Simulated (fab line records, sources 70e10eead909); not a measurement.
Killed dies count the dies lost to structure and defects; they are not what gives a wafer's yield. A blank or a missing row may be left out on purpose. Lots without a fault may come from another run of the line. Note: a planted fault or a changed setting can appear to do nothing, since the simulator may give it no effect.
What tool caused it? ; flow nand-harc ; Sampling: 22 lots, 66 wafers, 6 of 1159 route steps

== WHAT THE GAUGES READ, wafer by wafer ==
No reading from a measuring or inspecting step in the record can be judged against a usual standard deviation.

== WHAT TOOL EACH LOT RAN ON (gives the tool, then ch and the chambers of the sampled wafers, and finally the start) ==
lot;NHARC_A_STAIRCASE_TRIM_224;NHARC_A_STAIRCASE_TRIM_231;NHARC_A_STAIRCASE_TRIM_235;NHARC_A_STAIRCASE_STRIP_254;NHARC_A_STAIRCASE_CMP_152;NHARC_A_SGD_CUT_ETCH_16
L076;rie-diel-03 ch 0,2, day 11 13:49 or earlier;rie-diel-02 ch 0,2, day 11 13:49 or earlier;rie-diel-02 ch 1,3, day 11 13:49 or earlier;plasma-asher-01 ch 0,1, day 11 13:49;cmp-03 ch 1,2,3, day 13 21:23;rie-diel-04 ch 0,2,3, no start
L074;rie-diel-03 ch 0,1, day 11 14:21 or earlier;rie-diel-03 ch 0,1,3, day 11 14:21 or earlier;rie-diel-03 ch 0,2, day 11 14:21 or earlier;plasma-asher-01 ch 0,1, day 11 14:21;cmp-02 ch 1,2,3, day 14 03:10;rie-diel-05 ch 0,2, no start
L075;rie-diel-11 ch 0,1,2, day 11 15:04 or earlier;rie-diel-02 ch 0,1, day 11 15:04 or earlier;rie-diel-02 ch 1,2,3, day 11 15:04 or earlier;plasma-asher-01 ch 0,1, day 11 15:04;cmp-02 ch 1,2,3, day 13 21:47;rie-diel-06 ch 2,3, no start
L078;rie-diel-03 ch 2,3, day 12 08:21 or earlier;rie-diel-03 ch 0,2,3, day 12 08:21 or earlier;rie-diel-03 ch 0,2, day 12 08:21 or earlier;plasma-asher-02 ch 0,1, day 12 08:21;cmp-02 ch 0,2,3, day 14 23:35;rie-diel-05 ch 0,1,2, no start
L077;rie-diel-02 ch 0,1,2, day 12 08:11 or earlier;rie-diel-11 ch 2,3, day 12 08:11 or earlier;rie-diel-11 ch 0,1,3, day 12 08:11 or earlier;plasma-asher-01 ch 0,1, day 12 08:11;cmp-01 ch 0,1, day 14 17:52;rie-diel-05 ch 0,2, no start
L079;rie-diel-02 ch 1,2,3, day 12 15:00 or earlier;rie-diel-03 ch 0,2,3, day 12 15:00 or earlier;rie-diel-03 ch 2,3, day 12 15:00 or earlier;plasma-asher-02 ch 0,1, day 12 15:00;cmp-01 ch 0,1,3, day 14 22:34;rie-diel-06 ch 0,2,3, no start
L080;rie-diel-02 ch 0,1,2, day 12 14:32 or earlier;rie-diel-02 ch 1,2,3, day 12 14:32 or earlier;rie-diel-02 ch 0,1,2, day 12 14:32 or earlier;plasma-asher-02 ch 0,1, day 12 14:32;cmp-03 ch 1,2, day 14 22:07;rie-diel-05 ch 0,2, no start
L081;rie-diel-03 ch 0,2,3, day 12 20:34 or earlier;rie-diel-11 ch 0,2, day 12 20:34 or earlier;rie-diel-11 ch 0,2,3, day 12 20:34 or earlier;plasma-asher-02 ch 0,1, day 12 20:34;cmp-02 ch 0,2,3, day 15 11:08;rie-diel-04 ch 1,2,3, no start
L082;rie-diel-02 ch 0,2,3, day 13 10:07 or earlier;rie-diel-02 ch 0,2,3, day 13 10:07 or earlier;rie-diel-02 ch 0,2,3, day 13 10:07 or earlier;plasma-asher-01 ch 0,1, day 13 10:07;cmp-02 ch 0,2,3, day 16 00:32;rie-diel-04 ch 0,1,2, no start
L083;rie-diel-11 ch 1,2,3, day 13 10:12 or earlier;rie-diel-11 ch 0,1,2, day 13 10:12 or earlier;rie-diel-11 ch 0,2,3, day 13 10:12 or earlier;plasma-asher-02 ch 0, day 13 10:12;cmp-03 ch 1,2,3, day 16 00:11;rie-diel-04 ch 1,2,3, no start
L084;rie-diel-11 ch 0,1,2, day 13 15:48 or earlier;rie-diel-11 ch 2,3, day 13 15:48 or earlier;rie-diel-11 ch 0,1, day 13 15:48 or earlier;plasma-asher-02 ch 0,1, day 13 15:48;cmp-03 ch 0,2,3, day 16 00:46;rie-diel-05 ch 1,2,3, no start
L088;rie-diel-03 ch 0,1,3, day 14 14:52 or earlier;rie-diel-03 ch 0,3, day 14 14:52 or earlier;rie-diel-03 ch 0,1,2, day 14 14:52 or earlier;plasma-asher-02 ch 0,1, day 14 14:52;cmp-03 ch 2,3, day 16 20:54;rie-diel-05 ch 1,2, no start
L085;rie-diel-03 ch 0,1,3, day 14 19:28 or earlier;rie-diel-03 ch 0,1,3, day 14 19:28 or earlier;rie-diel-03 ch 0,1,2, day 14 19:28 or earlier;plasma-asher-02 ch 0,1, day 14 19:28;cmp-01 ch 0,1,2, day 16 21:13;rie-diel-06 ch 0,1,3, no start
L086;rie-diel-11 ch 1,2,3, day 15 02:35 or earlier;rie-diel-11 ch 0,2,3, day 15 02:35 or earlier;rie-diel-11 ch 0,1,2, day 15 02:35 or earlier;plasma-asher-01 ch 0,1, day 15 02:35;cmp-01 ch 0,2, day 17 07:45;rie-diel-04 ch 0,2,3, no start
L087;rie-diel-03 ch 1,2,3, day 15 11:14 or earlier;rie-diel-03 ch 0,1,3, day 15 11:14 or earlier;rie-diel-03 ch 1,2,3, day 15 11:14 or earlier;plasma-asher-01 ch 0,1, day 15 11:14;cmp-02 ch 0,1,2, day 17 17:53;rie-diel-04 ch 0,2,3, no start
L091;rie-diel-03 ch 1,2,3, day 15 14:17 or earlier;rie-diel-02 ch 0,2,3, day 15 14:17 or earlier;rie-diel-02 ch 0,1,3, day 15 14:17 or earlier;plasma-asher-02 ch 0,1, day 15 14:17;cmp-03 ch 0,1,2, day 17 19:53;rie-diel-06 ch 1,3, no start
L092;rie-diel-02 ch 1,2,3, day 15 22:52 or earlier;rie-diel-02 ch 0,1,3, day 15 22:52 or earlier;rie-diel-02 ch 0,2,3, day 15 22:52 or earlier;plasma-asher-01 ch 0,1, day 15 22:52;cmp-03 ch 0,1,2, day 18 10:57;rie-diel-04 ch 0,2,3, no start
L093;rie-diel-11 ch 0,1, day 15 22:59 or earlier;rie-diel-11 ch 1,2, day 15 22:59 or earlier;rie-diel-11 ch 1,2, day 15 22:59 or earlier;plasma-asher-02 ch 0,1, day 15 22:59;cmp-02 ch 1,2,3, day 18 12:26;rie-diel-04 ch 1,2,3, no start
L095;rie-diel-02 ch 1,2,3, day 16 03:29 or earlier;rie-diel-03 ch 0,3, day 16 03:29 or earlier;rie-diel-03 ch 0,1,2, day 16 03:29 or earlier;plasma-asher-01 ch 0,1, day 16 03:29;cmp-02 ch 0,1,3, day 18 11:17;rie-diel-04 ch 0,3, no start
L094;rie-diel-02 ch 1,3, day 16 05:31 or earlier;rie-diel-02 ch 2,3, day 16 05:31 or earlier;rie-diel-02 ch 0,1,2, day 16 05:31 or earlier;plasma-asher-01 ch 0,1, day 16 05:31;cmp-01 ch 2,3, day 18 11:00;rie-diel-05 ch 0,1,2, no start
L096;rie-diel-11 ch 0,2,3, day 17 02:35 or earlier;rie-diel-02 ch 0,2,3, day 17 02:35 or earlier;rie-diel-02 ch 0,2,3, day 17 02:35 or earlier;plasma-asher-02 ch 0,1, day 17 02:35;cmp-03 ch 0,1,2, day 19 09:03;rie-diel-06 ch 0,3, no start
L097;rie-diel-02 ch 0,1,3, day 17 09:40 or earlier;rie-diel-02 ch 1,2,3, day 17 09:40 or earlier;rie-diel-02 ch 1,2,3, day 17 09:40 or earlier;plasma-asher-02 ch 0,1, day 17 09:40;cmp-02 ch 1,2,3, day 19 20:08;rie-diel-06 ch 0,1,3, no start
- NHARC_A_STAIRCASE_TRIM_224: chemistry O2, time 211.2 s.
- NHARC_A_STAIRCASE_TRIM_231: chemistry O2, time 211.2 s.
- NHARC_A_STAIRCASE_TRIM_235: chemistry O2, time 211.2 s.
- NHARC_A_STAIRCASE_STRIP_254: strips in O2.
- NHARC_A_STAIRCASE_CMP_152: polishes.
- NHARC_A_SGD_CUT_ETCH_16: etches the open film in C4F8/O2/Ar, target depth 310.5 nm, time 155.2 s.

== WHAT THE TOOLS THEMSELVES READ (means of the sampled wafers that have a number; where no wafer has one, the mark that the record gives instead) ==
NHARC_A_STAIRCASE_TRIM_224. Usual: chamber-pressure-mTorr 60.00 mTorr, standard deviation 0.055; drypump-motor-current-A 5.8 A, standard deviation 0.35; oes-product-au 1.002 a.u., standard deviation 0.0093; rf-vpp-V 57.7 V, standard deviation 0.86; showerhead-plenum-p-Torr 3.53 Torr, standard deviation 0.14; throttle-valve-pct 17.036 %, standard deviation 0.0095.
lot;tool;chamber-pressure-mTorr (mTorr);drypump-motor-current-A (A);oes-product-au (a.u.);rf-vpp-V (V);showerhead-plenum-p-Torr (Torr);throttle-valve-pct (%);flag
L076;rie-diel-03;60.02;5.9;1.002;57.2;3.58;17.041;
L074;rie-diel-03;59.95;5.8;1.008;58.3;3.55;17.040;
L075;rie-diel-11;60.01;5.8;1.007;57.8;3.61;17.029;
L078;rie-diel-03;60.02;5.8;0.996;57.2;3.58;17.044;
L077;rie-diel-02;60.03;5.7;1.012;57.7;3.39;17.039;
L079;rie-diel-02;59.98;5.8;1.006;57.7;3.33;17.033;
L080;rie-diel-02;60.00;5.7;1.001;56.7;3.39;17.027;
L081;rie-diel-03;60.05;5.9;0.993;58.0;3.53;17.044;
L082;rie-diel-02;59.98;6.1;0.999;57.7;3.38;17.031;
L083;rie-diel-11;60.07;5.6;0.998;57.9;3.60;17.021;
L084;rie-diel-11;60.04;5.8;1.003;58.4;3.60;17.045;
L088;rie-diel-03;59.97;5.8;0.999;57.8;3.48;17.044;
L085;rie-diel-03;59.97;5.8;1.007;58.7;3.48;17.034;
L086;rie-diel-11;60.03;5.6;1.004;57.8;3.60;17.038;
L087;rie-diel-03;59.98;5.8;0.993;57.5;3.52;17.032;
L091;rie-diel-03;60.02;5.8;1.001;57.9;3.52;17.042;
L092;rie-diel-02;59.97;5.8;1.002;58.2;3.68;17.043;
L093;rie-diel-11;60.06;6.0;0.993;57.5;3.55;17.035;
L095;rie-diel-02;59.93;5.8;1.006;58.6;3.67;17.041;
L094;rie-diel-02;59.98;6.0;1.003;58.6;3.80;17.035;
L096;rie-diel-11;59.96;5.7;1.007;57.4;3.59;17.038;
L097;rie-diel-02;59.98;6.0;0.997;58.0;3.67;17.039;

NHARC_A_STAIRCASE_TRIM_231. Usual: chamber-pressure-mTorr 60.00 mTorr, standard deviation 0.058; drypump-motor-current-A 5.8 A, standard deviation 0.38; oes-product-au 1.002 a.u., standard deviation 0.01; rf-vpp-V 57.9 V, standard deviation 0.96; showerhead-plenum-p-Torr 3.54 Torr, standard deviation 0.14; throttle-valve-pct 17.035 %, standard deviation 0.0094.
lot;tool;chamber-pressure-mTorr (mTorr);drypump-motor-current-A (A);oes-product-au (a.u.);rf-vpp-V (V);showerhead-plenum-p-Torr (Torr);throttle-valve-pct (%);flag
L076;rie-diel-02;59.97;6.1;1.000;58.3;3.44;17.032;
L074;rie-diel-03;60.02;5.7;0.996;57.7;3.49;17.040;
L075;rie-diel-02;60.03;5.9;1.002;57.3;3.39;17.037;
L078;rie-diel-03;60.04;5.8;0.996;58.3;3.53;17.033;
L077;rie-diel-11;60.04;5.4;1.006;58.7;3.65;17.035;
L079;rie-diel-03;59.99;5.8;0.993;58.7;3.53;17.038;
L080;rie-diel-02;60.02;5.8;1.017;56.5;3.33;17.027;
L081;rie-diel-11;60.00;5.6;1.005;58.2;3.64;17.026;
L082;rie-diel-02;59.95;6.2;0.998;56.9;3.38;17.034;
L083;rie-diel-11;60.04;5.8;1.000;58.2;3.60;17.044;
L084;rie-diel-11;59.95;5.4;1.007;57.8;3.64;17.036;
L088;rie-diel-03;59.98;5.8;1.001;57.8;3.47;17.035;
L085;rie-diel-03;60.03;5.8;0.992;56.8;3.48;17.029;
L086;rie-diel-11;59.98;5.7;1.008;57.9;3.60;17.036;
L087;rie-diel-03;60.01;5.8;1.002;57.2;3.48;17.037;
L091;rie-diel-02;60.02;6.2;1.003;58.4;3.55;17.033;
L092;rie-diel-02;59.93;6.0;1.005;57.8;3.67;17.038;
L093;rie-diel-11;59.96;5.7;0.997;57.7;3.59;17.037;
L095;rie-diel-03;59.98;5.8;0.998;58.0;3.42;17.038;
L094;rie-diel-02;60.02;6.0;1.013;58.5;3.55;17.041;
L096;rie-diel-02;59.97;6.2;0.996;58.1;3.55;17.039;
L097;rie-diel-02;59.98;5.7;1.008;57.9;3.67;17.027;

NHARC_A_STAIRCASE_TRIM_235. Usual: chamber-pressure-mTorr 60.00 mTorr, standard deviation 0.054; drypump-motor-current-A 5.8 A, standard deviation 0.38; oes-product-au 1.001 a.u., standard deviation 0.0098; rf-vpp-V 57.8 V, standard deviation 0.93; showerhead-plenum-p-Torr 3.53 Torr, standard deviation 0.14; throttle-valve-pct 17.037 %, standard deviation 0.0088.
lot;tool;chamber-pressure-mTorr (mTorr);drypump-motor-current-A (A);oes-product-au (a.u.);rf-vpp-V (V);showerhead-plenum-p-Torr (Torr);throttle-valve-pct (%);flag
L076;rie-diel-02;60.07;5.5;1.006;57.4;3.28;17.038;
L074;rie-diel-03;59.99;5.9;1.003;56.8;3.58;17.037;
L075;rie-diel-02;60.00;5.8;1.013;58.1;3.33;17.040;
L078;rie-diel-03;60.04;5.9;0.988;58.5;3.62;17.040;
L077;rie-diel-11;60.01;5.8;0.998;58.4;3.57;17.036;
L079;rie-diel-03;60.03;5.8;0.994;57.6;3.57;17.045;
L080;rie-diel-02;60.01;5.7;1.008;57.9;3.38;17.049;
L081;rie-diel-11;59.94;5.7;0.996;57.6;3.61;17.036;
L082;rie-diel-02;60.01;6.2;0.990;57.0;3.38;17.044;
L083;rie-diel-11;60.02;5.7;1.010;57.8;3.60;17.041;
L084;rie-diel-11;59.97;6.0;1.003;57.7;3.56;17.034;
L088;rie-diel-03;59.99;5.8;1.007;57.7;3.58;17.040;
L085;rie-diel-03;60.02;5.8;1.006;57.9;3.57;17.038;
L086;rie-diel-11;60.00;5.8;1.007;57.0;3.59;17.033;
L087;rie-diel-03;60.02;5.7;1.000;57.4;3.52;17.040;
L091;rie-diel-02;59.99;5.9;1.003;58.6;3.68;17.033;
L092;rie-diel-02;59.99;6.2;1.003;57.4;3.55;17.035;
L093;rie-diel-11;60.04;5.7;1.000;58.0;3.59;17.038;
L095;rie-diel-03;59.99;5.8;0.994;57.3;3.56;17.041;
L094;rie-diel-02;59.94;5.7;1.012;57.1;3.55;17.044;
L096;rie-diel-02;60.03;6.2;0.994;57.9;3.55;17.032;
L097;rie-diel-02;59.97;5.8;1.007;58.2;3.67;17.040;

NHARC_A_STAIRCASE_STRIP_254. Usual: drypump-motor-current-A 5.6 A, standard deviation 0.41; heater-power-w 307 W, standard deviation 18; temp-c 249.99 C, standard deviation 0.18.
lot;tool;drypump-motor-current-A (A);heater-power-w (W);temp-c (C);flag
L076;plasma-asher-01;5.6;306;249.93;
L074;plasma-asher-01;5.6;308;249.98;
L075;plasma-asher-01;5.5;317;249.88;
L078;plasma-asher-02;5.5;294;249.94;
L077;plasma-asher-01;5.6;308;250.21;
L079;plasma-asher-02;5.8;307;250.01;
L080;plasma-asher-02;5.5;295;249.90;
L081;plasma-asher-02;5.5;293;249.91;
L082;plasma-asher-01;5.6;313;249.95;
L083;plasma-asher-02;5.1;283;250.17;
L084;plasma-asher-02;5.9;306;250.36;
L088;plasma-asher-02;5.9;302;249.99;
L085;plasma-asher-02;5.9;306;249.90;
L086;plasma-asher-01;5.5;312;249.87;
L087;plasma-asher-01;5.6;307;250.08;
L091;plasma-asher-02;5.5;296;249.97;
L092;plasma-asher-01;5.6;314;249.93;
L093;plasma-asher-02;5.5;294;250.00;
L095;plasma-asher-01;5.6;304;250.04;
L094;plasma-asher-01;5.6;305;250.03;
L096;plasma-asher-02;5.9;314;249.97;
L097;plasma-asher-02;5.8;313;249.72;

NHARC_A_STAIRCASE_CMP_152. Usual: motor-current-A reads 12.0 A (standard deviation 1).
lot;tool;motor-current-A (A);flag
L076;cmp-03;12.1;
L074;cmp-02;12.2;
L075;cmp-02;12.6;
L078;cmp-02;11.5;
L077;cmp-01;12.7;
L079;cmp-01;12.6;
L080;cmp-03;12.2;
L081;cmp-02;11.5;
L082;cmp-02;11.4;
L083;cmp-03;12.2;
L084;cmp-03;11.8;
L088;cmp-03;12.0;
L085;cmp-01;12.3;
L086;cmp-01;11.3;
L087;cmp-02;11.9;
L091;cmp-03;12.3;
L092;cmp-03;12.1;
L093;cmp-02;12.3;
L095;cmp-02;11.4;
L094;cmp-01;11.5;
L096;cmp-03;12.3;
L097;cmp-02;12.9;

NHARC_A_SGD_CUT_ETCH_16. Usual: chamber-pressure-mTorr 25.003 mTorr, standard deviation 0.024; oes-product-au 0.971 a.u., standard deviation 0.014; rf-vpp-V 722 V, standard deviation 4.8.
lot;tool;chamber-pressure-mTorr (mTorr);oes-product-au (a.u.);rf-vpp-V (V);flag
L076;rie-diel-04;25.001;0.975;721;
L074;rie-diel-05;25.034;0.972;717;
L075;rie-diel-06;25.000;0.972;727;
L078;rie-diel-05;25.000;0.981;721;
L077;rie-diel-05;25.017;0.967;718;
L079;rie-diel-06;25.004;0.966;727;
L080;rie-diel-05;25.019;0.971;718;
L081;rie-diel-04;24.992;0.971;721;
L082;rie-diel-04;25.009;0.976;719;
L083;rie-diel-04;24.988;0.990;722;
L084;rie-diel-05;24.987;0.973;723;
L088;rie-diel-05;25.002;0.979;721;
L085;rie-diel-06;25.020;0.972;724;
L086;rie-diel-04;25.009;0.974;721;
L087;rie-diel-04;24.996;0.961;721;
L091;rie-diel-06;24.998;0.958;720;
L092;rie-diel-04;25.023;0.947;722;
L093;rie-diel-04;25.019;0.976;724;
L095;rie-diel-04;25.007;0.958;722;
L094;rie-diel-05;24.985;0.978;721;
L096;rie-diel-06;24.995;0.969;727;
L097;rie-diel-06;25.011;0.946;723;

== THE ANSWER, worked out from the rows above alone ==
Rule: take the mean of a lot's wafers that have a number; if it is more than 3 standard deviations from the usual mean, the lot is off. A lot without any number at a reading at which 4 lots or more have one is off too. All remaining lots with rows at the step are treated as sound. The gauges are gone through in route order, then the tools' own readings, and for those a lot's mean is taken as printed above. The first step at which some lot is off is used, and at that step the reading that is off furthest; a lot without a number counts as furthest.
No lot is off on any of the readings shown, so nothing can be concluded from this.

== WHAT THE SIMULATOR HAD INSERTED ==
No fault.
